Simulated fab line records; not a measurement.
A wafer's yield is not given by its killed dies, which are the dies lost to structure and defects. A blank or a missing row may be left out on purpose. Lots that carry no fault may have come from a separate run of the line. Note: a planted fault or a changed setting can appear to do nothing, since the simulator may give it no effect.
fab line records	flow n5Finfet	part 1 of 2: steps 1 to 22 of 28
record lots=5	wafers=15	lastDay=18
route steps=1938 shown FIN_SAQP@142 FIN_CUT@154
lots untouched by any fault: they come from a run of this same line in which no faults occurred
startH: hours from the record's opening day to when the first of the lot's shown wafers began	waitH: time in hours since the lot's previous step	" the same as in the row above	L1.1+2: a single row standing in for several wafers	- value missing, or start not given	* or withheld: withheld	< > ~ a bound
route shown NAME@n: a module of which the file shows steps, and the number in the route of the first	usual: average and standard deviation across the fault-free wafers	same: alike in all rows	chamber/n: place in a boat	sites: readings site by site	_std_site: standard deviation across them	_edge_site: outer sites' mean less inner sites'	radiusMm: for every site, how far away it sits from the centre of the wafer	mask NAME#n: copy n	behind: the last tool/chamber to shape the wafer	hold: why the lot was held/for how many hours/how that ended	device: transistor that didn't switch, given as n, p or np	end of line: tests of these same wafers at the route's end	a step with no rows: only its recipe	killed: not the wafer's yield, but the dies lost to structure and defects at the first sort	map: a wafer's dies, x killed, . not, _ none there
set.NAME: setting as actually run; set.NAME@STEP: the setting as run at that earlier step	model.NAME: the simulator's own value behind a step, which no gauge read
a table for each step, a row for each wafer; lots at some steps of the route
services: the hour from which a tool's chamber was out of use, counted from the record's first day as startH (under 0 if before that day), plus the number of hours and why
## steps
# step N5_FIN_SAQP_HM_OPEN_33
# recipe chemistry=CH3F/O2	target=SiNx	maskMaterial=SiO2	targetDepthA=494	timeS=70.6	pressureMtorr=30	sourceW=395	biasW=73	Ar_flow_sccm=150	CH3F_flow_sccm=30	O2_flow_sccm=20	ionEnergyEv=120	ends=cleared
# usual CH3F_flow_sccm=30.00/0.095	drypumpMotorCurrentA=5.6/0.44	etchRfOnTimeS=69.0/2	mfcArSccm=149.9/0.42	oes_o_777_au=0.80/0.058	oesProductAu=0.68/0.048	rfVppV=298/10	showerheadPlenumPTorr=2.01/0.073	throttleValvePct=16.30/0.18
lot.wafer	tool	chamber	startH	waitH	CH3F_flow_sccm	drypumpMotorCurrentA	etchRfOnTimeS	mfcArSccm	oes_o_777_au	oesProductAu	rfHoursCounterH	rfVppV	showerheadPlenumPTorr	throttleValvePct
L078.3	rieDiel-04	1	50.94	0.0	29.92	5.8	69.7	149.6	0.80	0.71	82	308	2.06	16.34
L078.5	"	1	"	"	29.89	5.8	70.6	149.3	0.80	0.71	-	308	2.06	16.35
L078.6	"	3	"	"	30.05	5.6	69.8	149.8	0.76	0.65	-	298	2.08	16.26
L079.2	rieDiel-02	2	56.61	0.2	29.78	5.8	72.9	150.0	0.79	0.69	56	289	2.13	16.22
L079.4	"	3	"	"	29.87	4.8	68.0	149.6	0.96	0.81	4	300	2.04	16.22
L079.5	"	1	"	"	30.08	5.2	68.7	149.2	0.79	0.69	-	305	2.03	16.28
L090.3	rieDiel-01	1	123.24	0.0	29.97	5.8	70.6	149.9	0.79	0.71	78	303	1.95	16.15
L090.5	"	0	"	"	29.98	6.2	71.6	149.8	0.82	0.66	-	281	1.91	16.33
L090.6	"	1	"	"	29.97	5.8	70.8	150.5	0.79	0.70	-	304	1.95	16.15
L093.3	rieDiel-02	3	140.09	0.0	30.12	4.9	67.7	150.0	0.88	0.75	33	300	2.03	16.28
L093.4	"	1	"	"	29.93	5.2	66.1	149.4	0.76	0.66	111	304	2.02	16.32
L093.6	"	2	"	"	30.20	5.8	74.3	149.8	0.76	0.66	-	289	2.12	16.26
L094.2	rieDiel-04	2	145.61	0.2	30.13	4.7	68.3	149.9	0.95	0.80	7	283	2.06	16.36
L094.4	"	1	"	"	29.84	5.8	70.2	150.8	0.76	0.67	123	306	2.05	16.41
L094.6	"	2	"	"	30.12	4.7	68.4	149.3	0.95	0.81	-	281	2.06	16.37
# step N5_FIN_SAQP_ETCH_34
# recipe chemistry=C4F6/O2	target=SiO2	targetDepthA=450	timeS=15	ionEnergyEv=250	pressureMtorr=30	sourceW=345	biasW=185	Ar_flow_sccm=300	C4F6_flow_sccm=10	O2_flow_sccm=10	ends=cleared
# usual drypumpMotorCurrentA=5.6/0.44	etchRfOnTimeS=15.0/0.38	mfcArSccm=299.8/0.94	oes_o_777_au=0.80/0.072	oesProductAu=0.68/0.048	rfVppV=666/23	showerheadPlenumPTorr=2.85/0.1	throttleValvePct=21.04/0.21
lot.wafer	tool	chamber	startH	waitH	drypumpMotorCurrentA	etchRfOnTimeS	mfcArSccm	oes_o_777_au	oesProductAu	rfHoursCounterH	rfVppV	showerheadPlenumPTorr	throttleValvePct
L078.3	rieDiel-04	1	51.01	0.0	5.8	15.3	301.1	0.81	0.71	82	691	2.93	21.17
L078.5	"	1	"	"	5.8	15.2	301.3	0.81	0.71	-	690	2.93	21.17
L078.6	"	3	"	"	5.6	15.2	299.4	0.79	0.65	-	665	2.95	20.92
L079.2	rieDiel-02	2	56.68	0.0	5.8	15.8	300.7	0.75	0.68	56	649	3.04	21.09
L079.4	"	3	"	"	4.9	14.9	301.2	1.01	0.80	4	669	2.89	20.93
L079.5	"	1	"	"	5.2	14.8	301.3	0.78	0.69	-	679	2.90	21.08
L090.3	rieDiel-01	1	123.31	0.0	5.8	14.8	300.3	0.81	0.71	78	683	2.79	20.90
L090.5	"	0	"	"	6.2	15.0	301.5	0.80	0.66	-	629	2.73	21.03
L090.6	"	1	"	"	5.8	14.9	300.5	0.80	0.70	-	682	2.79	20.90
L093.3	rieDiel-02	3	140.16	0.0	4.9	15.1	301.4	0.94	0.74	33	668	2.88	20.96
L093.4	"	1	"	"	5.2	14.8	299.2	0.75	0.66	111	678	2.88	21.13
L093.6	"	2	"	"	5.8	16.0	298.9	0.73	0.66	-	649	3.03	21.14
L094.2	rieDiel-04	2	145.68	0.0	4.7	14.8	300.3	0.93	0.80	7	629	2.93	21.20
L094.4	"	1	"	"	5.8	15.1	300.7	0.77	0.68	123	689	2.91	21.22
L094.6	"	2	"	"	4.7	14.8	299.7	0.93	0.80	-	629	2.93	21.21
# step N5_FIN_SAQP_STRIP_77
# recipe chemistry=N2/H2	timeS=90	powerW=100	tempC=40	pressureMtorr=100	rfFrequencyHz=6e+07	biasPowerW=3	n2FlowSccm=300	h2FlowSccm=300
# usual drypumpMotorCurrentA=5.6/0.44	oesProductAu=0.80/0.058	rfVppV=45.2/0.82	showerheadPlenumPTorr=3.39/0.12	throttleValvePct=12.19/0.23
lot.wafer	tool	chamber	startH	waitH	drypumpMotorCurrentA	oesProductAu	rfHoursCounterH	rfVppV	showerheadPlenumPTorr	throttleValvePct
L078.3	rieDiel-04	1	51.03	0.0	5.8	0.84	82	45.7	3.42	11.95
L078.5	"	1	"	"	5.8	0.83	-	45.5	3.42	11.97
L078.6	"	3	"	"	5.7	0.75	-	46.8	3.51	12.32
L079.2	rieDiel-02	2	56.70	0.0	5.8	0.83	56	45.8	3.59	12.10
L079.4	"	3	"	"	4.9	0.95	4	44.6	3.50	12.10
L079.5	"	1	"	"	5.2	0.79	-	45.7	3.41	12.09
L090.3	rieDiel-01	1	123.33	0.0	5.8	0.83	78	44.7	3.25	11.87
L090.5	"	0	"	"	6.2	0.77	-	44.7	3.23	12.18
L090.6	"	1	"	"	5.8	0.82	-	45.3	3.25	11.87
L093.3	rieDiel-02	3	140.18	0.0	4.9	0.87	33	45.7	3.48	12.17
L093.4	"	1	"	"	5.2	0.76	111	43.8	3.39	12.16
L093.6	"	2	"	"	5.8	0.79	-	44.8	3.58	12.16
L094.2	rieDiel-04	2	145.71	0.0	4.8	0.94	7	46.3	3.49	12.23
L094.4	"	1	"	"	5.8	0.79	123	46.9	3.39	12.09
L094.6	"	2	"	"	4.7	0.93	-	44.7	3.49	12.23
# step N5_FIN_SAQP_HM_CD_35
# recipe targetCdNm=8	polarity=line
# usual cdNm=8.04/0.27
lot.wafer	tool	chamber	startH	waitH	cdNm
L078.3	cdSem-03	-	51.16	0.1	8.24
L078.5	"	-	"	"	7.72
L078.6	"	-	"	"	7.91
L079.2	cdSem-02	-	56.83	0.1	7.96
L079.4	"	-	"	"	8.49
L079.5	"	-	"	"	8.36
L090.3	cdSem-02	-	123.46	0.1	8.10
L090.5	"	-	"	"	8.33
L090.6	"	-	"	"	8.33
L093.3	cdSem-01	-	140.31	0.1	7.40
L093.4	"	-	"	"	8.40
L093.6	"	-	"	"	8.33
L094.2	cdSem-01	-	145.83	0.1	8.51
L094.4	"	-	"	"	7.57
L094.6	"	-	"	"	8.16
# step N5_FIN_SAQP_ETCH_64
# recipe chemistry=CF4	target=SiO2	targetDepthA=15	ionEnergyEv=350	pressureMtorr=10	icpW=800	biasW=400	cf4FlowSccm=80
# usual cf4FlowSccm=79.97/0.25	drypumpMotorCurrentA=5.6/0.38	oesProductAu=1.01/0.03	throttleValvePct=21.71/0.14
lot.wafer	tool	chamber	startH	waitH	cf4FlowSccm	drypumpMotorCurrentA	oesProductAu	rfHoursCounterH	throttleValvePct
L078.3	rieSi-02	3	51.20	0.0	79.69	6.0	1.05	108	21.96
L078.5	"	1	"	"	80.06	6.1	0.97	-	21.57
L078.6	"	2	"	"	80.05	5.7	1.04	-	21.78
L079.2	rieSi-02	3	56.87	0.0	79.91	6.0	1.05	109	21.97
L079.4	"	1	"	"	79.88	6.1	0.96	67	21.55
L079.5	"	0	"	"	79.57	5.3	1.01	-	21.74
L090.3	rieSi-06	1	123.52	0.0	80.30	5.7	1.00	-	21.48
L090.5	"	2	"	"	79.89	6.3	0.99	-	21.64
L090.6	"	1	"	"	79.88	5.7	0.99	-	21.47
L093.3	rieSi-06	3	140.36	0.0	80.58	5.5	0.99	44	22.09
L093.4	"	1	"	"	79.44	5.7	0.99	136	21.47
L093.6	"	1	"	"	79.95	5.7	0.99	-	21.49
L094.2	rieSi-04	3	145.88	0.0	80.33	5.3	1.03	81	21.61
L094.4	"	0	"	"	79.84	5.5	1.03	6	21.67
L094.6	"	1	"	"	80.11	5.6	0.98	-	21.75
# step N5_FIN_SAQP_FIN_ETCH_36
# recipe chemistry=HBr/Cl2/O2	targetDepthA=1200	maskMaterial=SiNx	timeS=50.4	biasW=102	pressureMtorr=10	icpW=800	HBr_flow_sccm=150	Cl2_flow_sccm=80	O2_flow_sccm=12
# usual drypumpMotorCurrentA=5.6/0.38	oes_o_777_au=1.04/0.083	oesProductAu=1.011/0.024	throttleValvePct=36.0/0.35
lot.wafer	tool	chamber	startH	waitH	drypumpMotorCurrentA	oes_o_777_au	oesProductAu	rfHoursCounterH	throttleValvePct
L078.3	rieSi-02	3	51.22	0.0	6.0	1.09	1.044	108	36.3
L078.5	"	1	"	"	6.1	0.92	0.969	-	35.1
L078.6	"	2	"	"	5.7	1.21	1.038	-	36.2
L079.2	rieSi-02	3	56.89	0.0	5.9	1.09	1.047	109	36.3
L079.4	"	1	"	"	6.1	0.91	0.987	67	35.1
L079.5	"	0	"	"	5.3	1.00	1.017	-	36.1
L090.3	rieSi-06	1	123.58	0.1	5.7	0.92	1.002	-	35.7
L090.5	"	2	"	"	6.3	0.92	0.992	-	35.9
L090.6	"	1	"	"	5.7	0.92	0.986	-	35.7
L093.3	rieSi-06	3	140.38	0.0	5.5	1.04	0.985	44	36.2
L093.4	"	1	"	"	5.7	0.93	0.987	136	35.7
L093.6	"	1	"	"	5.7	0.93	1.010	-	35.7
L094.2	rieSi-04	3	145.90	0.0	5.3	1.06	1.025	81	35.9
L094.4	"	0	"	"	5.5	1.09	1.031	6	35.6
L094.6	"	1	"	"	5.6	1.00	0.982	-	36.2
# step N5_FIN_SAQP_CD_MEAS_37
# recipe targetCdNm=8	polarity=line
# usual cdNm=8.02/0.28
lot.wafer	tool	chamber	startH	waitH	cdNm
L078.3	cdSem-01	-	51.35	0.1	7.91
L078.5	"	-	"	"	8.12
L078.6	"	-	"	"	7.54
L079.2	cdSem-03	-	57.01	0.1	7.85
L079.4	"	-	"	"	8.05
L079.5	"	-	"	"	7.85
L090.3	cdSem-01	-	123.70	0.1	8.42
L090.5	"	-	"	"	8.32
L090.6	"	-	"	"	8.23
L093.3	cdSem-01	-	140.50	0.1	8.36
L093.4	"	-	"	"	8.61
L093.6	"	-	"	"	7.93
L094.2	cdSem-02	-	146.02	0.1	8.45
L094.4	"	-	"	"	7.47
L094.6	"	-	"	"	7.84
# step N5_FIN_SAQP_PRECLEAN_38
# recipe chemistry=O3/DIW	timeS=45	tempC=22	o3Ppm=10
lot.wafer	tool	chamber	startH	waitH
L078.3+5+6	wetBench-02	5,4,6	51.38	0.0
L079.2+4+5	wetBench-05	3,7,4	57.05	0.0
L090.3+5+6	wetBench-05	0,2,1	123.74	0.0
L093.3+4+6	wetBench-04	3,2,6	140.54	0.0
L094.2+4+6	wetBench-05	6,1,0	146.06	0.0
# step N5_FIN_SAQP_PRECLEAN_45
# recipe chemistry=dHF	timeS=10	dilution=500:1	tempC=25
lot.wafer	tool	chamber	startH	waitH
L078.3+5+6	wetBench-02	5,4,6	51.40	0.0
L079.2+4+5	wetBench-05	3,7,4	57.07	0.0
L090.3+5+6	wetBench-05	0,2,1	123.76	0.0
L093.3+4+6	wetBench-04	3,2,6	140.55	0.0
L094.2+4+6	wetBench-05	6,1,0	146.08	0.0
# step N5_FIN_SAQP_SRD_39
# recipe dry=ipaMarangoni	timeS=30	tempC=23	rinseLiquid=diw
lot.wafer	tool	chamber	startH	waitH
L078.3+5+6	wetBench-02	5,4,6	51.40	0.0
L079.2+4+5	wetBench-05	3,7,4	57.07	0.0
L090.3+5+6	wetBench-05	0,2,1	123.76	0.0
L093.3+4+6	wetBench-04	3,2,6	140.56	0.0
L094.2+4+6	wetBench-05	6,1,0	146.08	0.0
# step N5_FIN_SAQP_OCD_MEAS_76
# usual trenchDepthNm=121/3.2
lot.wafer	tool	chamber	startH	waitH	trenchDepthNm
L078.3	ocd-02	-	51.45	0.0	123
L078.5	"	-	"	"	116
L078.6	"	-	"	"	126
L079.2	ocd-02	-	57.11	0.0	125
L079.4	"	-	"	"	118
L079.5	"	-	"	"	125
L090.3	ocd-02	-	123.80	0.0	120
L090.5	"	-	"	"	114
L090.6	"	-	"	"	120
L093.3	ocd-02	-	140.60	0.0	122
L093.4	"	-	"	"	121
L093.6	"	-	"	"	121
L094.2	ocd-02	-	146.12	0.0	121
L094.4	"	-	"	"	123
L094.6	"	-	"	"	118
# step N5_FIN_SAQP_INSPECT_40
# recipe inspectInstrument=brightfield	mode=aei
# usual rawDefectCount=201/53
lot.wafer	tool	chamber	startH	waitH	rawDefectCount
L078.3	defectInspect-01	-	51.48	0.0	263
L078.5	"	-	"	"	198
L078.6	"	-	"	"	285
L079.2	defectInspect-02	-	57.14	0.0	148
L079.4	"	-	"	"	218
L079.5	"	-	"	"	149
L090.3	defectInspect-01	-	123.83	0.0	278
L090.5	"	-	"	"	201
L090.6	"	-	"	"	380
L093.3	defectInspect-02	-	140.63	0.0	221
L093.4	"	-	"	"	285
L093.6	"	-	"	"	238
L094.2	defectInspect-02	-	146.15	0.0	195
L094.4	"	-	"	"	199
L094.6	"	-	"	"	192
# step N5_FIN_CUT_COAT_18
# recipe resist=SOC	tempC=250	timeS=60	spinRpm=1500	resistThkNm=230
# usual plateTempC=249.99/0.2
lot.wafer	tool	chamber	startH	waitH	plateTempC
L078.3	lithoTrack-03	0	51.51	0.0	249.66
L078.5	"	0	"	"	249.70
L078.6	"	0	"	"	249.82
L079.2	lithoTrack-01	0	57.17	0.0	250.23
L079.4	"	0	"	"	250.15
L079.5	"	0	"	"	250.24
L090.3	lithoTrack-02	0	123.86	0.0	249.83
L090.5	"	0	"	"	249.65
L090.6	"	0	"	"	249.92
L093.3	lithoTrack-02	0	140.66	0.0	249.73
L093.4	"	0	"	"	250.08
L093.6	"	0	"	"	250.06
L094.2	lithoTrack-02	0	146.18	0.0	249.95
L094.4	"	0	"	"	249.90
L094.6	"	0	"	"	249.68
# step N5_FIN_CUT_COAT_19
# recipe resist=SiARC	tempC=220	timeS=60	spinRpm=1500	resistThkNm=20
# usual plateTempC=219.98/0.15
lot.wafer	tool	chamber	startH	waitH	plateTempC
L078.3	lithoTrack-03	0	-	-	220.10
L078.5	"	0	"	"	220.32
L078.6	"	0	"	"	220.05
L079.2	lithoTrack-01	0	-	-	219.86
L079.4	"	0	"	"	220.06
L079.5	"	0	"	"	219.89
L090.3	lithoTrack-02	0	-	-	219.81
L090.5	"	0	"	"	220.06
L090.6	"	0	"	"	219.72
L093.3	lithoTrack-02	0	-	-	219.96
L093.4	"	0	"	"	220.07
L093.6	"	0	"	"	219.72
L094.2	lithoTrack-02	0	-	-	220.01
L094.4	"	0	"	"	220.07
L094.6	"	0	"	"	219.98
# step N5_FIN_CUT_COAT_29
# recipe resist=underlayer	tempC=205	timeS=60	spinRpm=1500	resistThkNm=10
# usual plateTempC=204.99/0.14
lot.wafer	tool	chamber	startH	waitH	plateTempC
L078.3	lithoTrack-03	0	-	-	205.04
L078.5	"	0	"	"	204.64
L078.6	"	0	"	"	204.90
L079.2	lithoTrack-01	0	-	-	205.05
L079.4	"	0	"	"	205.17
L079.5	"	0	"	"	204.92
L090.3	lithoTrack-02	0	-	-	205.03
L090.5	"	0	"	"	204.79
L090.6	"	0	"	"	204.94
L093.3	lithoTrack-02	0	-	-	205.14
L093.4	"	0	"	"	205.02
L093.6	"	0	"	"	205.10
L094.2	lithoTrack-02	0	-	-	204.98
L094.4	"	0	"	"	204.92
L094.6	"	0	"	"	204.81
# step N5_FIN_CUT_COAT_02
# recipe resist=CAR-EUV	spinRpm=1500	resistThkNm=30
lot.wafer	tool	chamber	startH	waitH
L078.3+5+6	lithoTrack-03	0	-	-
L079.2+4+5	lithoTrack-01	0	-	-
L090.3+5+6	lithoTrack-02	0	-	-
L093.3+4+6	lithoTrack-02	0	-	-
L094.2+4+6	lithoTrack-02	0	-	-
# step N5_FIN_CUT_EBR_04
# recipe solvent=PGMEA	ebrWidthMm=1.5
lot.wafer	tool	chamber	startH	waitH
L078.3+5+6	lithoTrack-03	0	-	-
L079.2+4+5	lithoTrack-01	0	-	-
L090.3+5+6	lithoTrack-02	0	-	-
L093.3+4+6	lithoTrack-02	0	-	-
L094.2+4+6	lithoTrack-02	0	-	-
# step N5_FIN_CUT_SOFTBAKE_03
# recipe tempC=110	timeS=60	resist=CAR-EUV
# usual plateTempC=109.97/0.12
lot.wafer	tool	chamber	startH	waitH	plateTempC
L078.3	lithoTrack-03	0	-	-	109.90
L078.5	"	0	"	"	110.00
L078.6	"	0	"	"	109.91
L079.2	lithoTrack-01	0	-	-	109.89
L079.4	"	0	"	"	109.65
L079.5	"	0	"	"	109.89
L090.3	lithoTrack-02	0	-	-	109.81
L090.5	"	0	"	"	109.85
L090.6	"	0	"	"	109.77
L093.3	lithoTrack-02	0	-	-	109.99
L093.4	"	0	"	"	109.97
L093.6	"	0	"	"	110.13
L094.2	lithoTrack-02	0	-	-	109.99
L094.4	"	0	"	"	109.94
L094.6	"	0	"	"	109.82
# step N5_FIN_CUT_EXPOSE_05
# recipe maskId=FIN_CUT	na=0.33	sourceShape=annular	sigmaInner=0.35	sigmaOuter=0.8	polarization=unpolarized	doseMj=45.75
# usual exposureDoseMJCm2=45.9/0.31
lot.wafer	tool	chamber	startH	waitH	mask	exposureDoseMJCm2
L078.3	euvScanner-02	0	51.78	-	FIN_CUT#0	45.8
L078.5	"	0	"	"	FIN_CUT#0	45.8
L078.6	"	0	"	"	FIN_CUT#0	45.7
L079.2	euvScanner-01	0	57.44	-	FIN_CUT#0	45.6
L079.4	"	0	"	"	FIN_CUT#0	45.7
L079.5	"	0	"	"	FIN_CUT#0	45.6
L090.3	euvScanner-01	0	124.01	-	FIN_CUT#0	46.4
L090.5	"	0	"	"	FIN_CUT#0	46.3
L090.6	"	0	"	"	FIN_CUT#0	46.4
L093.3	euvScanner-01	0	140.81	-	FIN_CUT#0	46.3
L093.4	"	0	"	"	FIN_CUT#0	46.3
L093.6	"	0	"	"	FIN_CUT#0	46.3
L094.2	euvScanner-01	0	146.33	-	FIN_CUT#0	46.3
L094.4	"	0	"	"	FIN_CUT#0	46.3
L094.6	"	0	"	"	FIN_CUT#0	46.3
# step N5_FIN_CUT_PEB_06
# recipe pebTempC=100	pebTimeS=60	resist=CAR-EUV
# usual plateTempC=100.01/0.14
lot.wafer	tool	chamber	startH	waitH	plateTempC
L078.3	lithoTrack-03	0	51.84	0.0	99.87
L078.5	"	0	"	"	99.98
L078.6	"	0	"	"	100.06
L079.2	lithoTrack-03	0	57.51	0.1	100.05
L079.4	"	0	"	"	100.01
L079.5	"	0	"	"	99.88
L090.3	lithoTrack-03	0	124.07	0.0	100.08
L090.5	"	0	"	"	99.71
L090.6	"	0	"	"	99.69
L093.3	lithoTrack-03	0	140.87	0.0	100.19
L093.4	"	0	"	"	99.88
L093.6	"	0	"	"	99.99
L094.2	lithoTrack-03	0	146.39	0.1	99.77
L094.4	"	0	"	"	99.74
L094.6	"	0	"	"	99.94
# step N5_FIN_CUT_DEVELOP_07
# recipe developTimeS=30	developer=TMAH	resist=CAR-EUV	rinseLiquid=surfactantRinse	dry=airSpin	devTempC=23
lot.wafer	tool	chamber	startH	waitH
L078.3+5+6	lithoTrack-03	0	-	-
L079.2+4+5	lithoTrack-03	0	-	-
L090.3+5+6	lithoTrack-03	0	-	-
L093.3+4+6	lithoTrack-03	0	-	-
L094.2+4+6	lithoTrack-03	0	-	-
# step N5_FIN_CUT_CD_MEAS_08
# recipe targetCdNm=29.1	landingEnergyEv=500	detector=seInlens	polarity=opening
# usual cdNm=29.16/0.27
lot.wafer	tool	chamber	startH	waitH	cdNm
L078.3	cdSem-01	0	51.91	-	29.49
L078.5	"	0	"	"	28.98
L078.6	"	0	"	"	29.61
L079.2	cdSem-03	0	57.58	-	29.35
L079.4	"	0	"	"	29.43
L079.5	"	0	"	"	29.44
L090.3	cdSem-02	0	124.13	-	29.07
L090.5	"	0	"	"	29.56
L090.6	"	0	"	"	28.88
L093.3	cdSem-01	0	140.93	-	29.17
L093.4	"	0	"	"	29.25
L093.6	"	0	"	"	29.42
L094.2	cdSem-02	0	146.45	-	29.02
L094.4	"	0	"	"	29.23
L094.6	"	0	"	"	29.06
